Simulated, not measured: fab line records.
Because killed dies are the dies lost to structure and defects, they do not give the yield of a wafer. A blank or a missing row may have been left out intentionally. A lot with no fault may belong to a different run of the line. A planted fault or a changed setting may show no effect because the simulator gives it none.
Struck lot and sound lot, side by side -- flow n5_finfet -- 16 steps out of a route of 1938
Sound: these wafers, L615.1, L615.4, L615.5. Struck: wafers L625.1, L625.3, L625.5. The cause is named last.
Order at every step that has rows: each side's tool, ch and its chambers, its first start. Under that, the readings that differ: sound wafers -- struck wafers -- difference of the means -- sigmas: that difference in standard deviations of wafers without a fault.
alike: same words and numbers on both sides, and readings whose means sit less than 2 such deviations apart. not compared: any withheld reading, any reading some wafer has no value for, any bound like >300 that may hide the same value, and any number with overlapping values for which the record gives no deviation.
The two part at a step that has a row with sigmas, a row that says differs or no value, or rows on one side only. When numbers do not overlap yet have no deviation, they are printed without sigmas and do not part them. A reading missing from all wafers of one side parts the sides only when that side holds two or more wafers.

first, 8 steps without rows for these wafers: N5_BEOL_M0_SAQP_COAT_72 (time 60 s, resist thk 15 nm); N5_BEOL_M0_SAQP_COAT_87 (time 60 s, resist thk 5 nm); N5_BEOL_M0_SAQP_COAT_34 (resist thk 30 nm); N5_BEOL_M0_SAQP_EBR_36; N5_BEOL_M0_SAQP_SOFTBAKE_35 (time 60 s); N5_BEOL_M0_SAQP_EXPOSE_37 (exposes mask M0 CUT1, target cd 30 nm); N5_BEOL_M0_SAQP_PEB_38 (peb time 60 s); N5_BEOL_M0_SAQP_DEVELOP_39 (develop time 30 s).
N5_BEOL_M0_SAQP_CD_MEAS_40: target cd 30 nm.
  sound on cd_sem-02 ch 0, day 5 22:12; struck on cd_sem-02 ch 0, day 8 09:29
  alike: cd_nm
N5_BEOL_M0_SAQP_OVL_MEAS_41:
  sound on overlay-01 ch 0, day 5 22:14; struck on overlay-01 ch 0, day 8 09:31
  alike: M0_CUT1_OVL
N5_BEOL_M0_SAQP_INSPECT_42: inspects for defects (brightfield).
  struck on defect_inspect-01, day 8 09:35; sound on defect_inspect-01, day 5 22:17
  alike: raw_defect_count
N5_BEOL_M0_SAQP_DESCUM_45: chemistry O2, time 7 s.
  sound on rie_diel-02 ch 0,1,2, day 5 22:26; struck on rie_diel-05 ch 1,2,3, day 8 09:37
  alike: drypump_motor_current_A, oes_product_au, rf_vpp_V, showerhead_plenum_p_Torr, throttle_valve_pct
  not compared: rf_hours_counter_h
N5_BEOL_M0_SAQP_ETCH_88: etches underlayer in N2/H2, target depth 6.5 nm, time 5.2 s.
  sound on rie_diel-02 ch 0,1,2, day 5 22:28; struck on rie_diel-05 ch 1,2,3, day 8 09:39
reading,sound,struck,difference,sigmas
etch_rf_on_time_s (s),5.11 5.18 5.28,6.27 6.38 6.43,+1.17,+12
rf_fwd_power_W (W),818.7 822.6 817.0,620.9 616.5 618.1,-200.9,-80
rf_vpp_V (V),526.3 521.3 523.6,578.1 573.5 572.4,+50.9,+22
  alike: drypump_motor_current_A, oes_product_au, showerhead_plenum_p_Torr, throttle_valve_pct
  not compared: rf_hours_counter_h
N5_BEOL_M0_SAQP_ETCH_73: etches SiARC in CF4, target depth 19.5 nm, time 32.5 s.
  sound on rie_diel-02 ch 0,1,2, day 5 22:29; struck on rie_diel-05 ch 1,2,3, day 8 09:40
  alike: drypump_motor_current_A, etch_rf_on_time_s, oes_product_au, rf_fwd_power_W, rf_vpp_V, showerhead_plenum_p_Torr, throttle_valve_pct
  not compared: rf_hours_counter_h
-- a jump in the record: the struck wafers' starts before and after are 5 days apart (it breaks off in module BEOL_M0_SAQP and resumes in module BEOL_M4, where the first step shown is number 1111 of the route) --
N5_BEOL_M4_RC_MEAS_101:
  sound on prober-02 ch 0, day 10 06:05; struck on prober-01 ch 0, day 13 19:43
  alike: DIBL_N, DIBL_P, IOFF_N, IOFF_P, ION_N, ION_P, SS_N, SS_P, VT_N, VT_P
-- a jump in the record: the struck wafers' starts before and after are 5 days apart (it breaks off in module BEOL_M4 and resumes in module PASSIVATION, where the first step shown is number 1936 of the route) --
N5_PASSIVATION_PROBE_49:
  struck on prober-01, day 18 11:26; sound on prober-01, day 14 13:38
  alike: defect_limited_yield, killed_at_M0_to_M3, killed_at_M4_up, killed_at_contacts, killed_at_front_end, killed_at_other, killed_dies, killed_open, killed_short, sort_bin_5_function, sort_bin_6_memory, sort_bin_8_speed, sort_n_pass, sort_yield_pct

## WHERE THEY PART
N5_BEOL_M0_SAQP_ETCH_88 only, going by this record. Later steps at which nothing parts them and some readings are alike: N5_BEOL_M0_SAQP_ETCH_73, N5_BEOL_M4_RC_MEAS_101, N5_PASSIVATION_PROBE_49.

WHY: whatever the simulator had introduced
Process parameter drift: rie_diel-05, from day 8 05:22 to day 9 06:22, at N5_BEOL_M0_SAQP_ETCH_88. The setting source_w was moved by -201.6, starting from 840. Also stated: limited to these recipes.
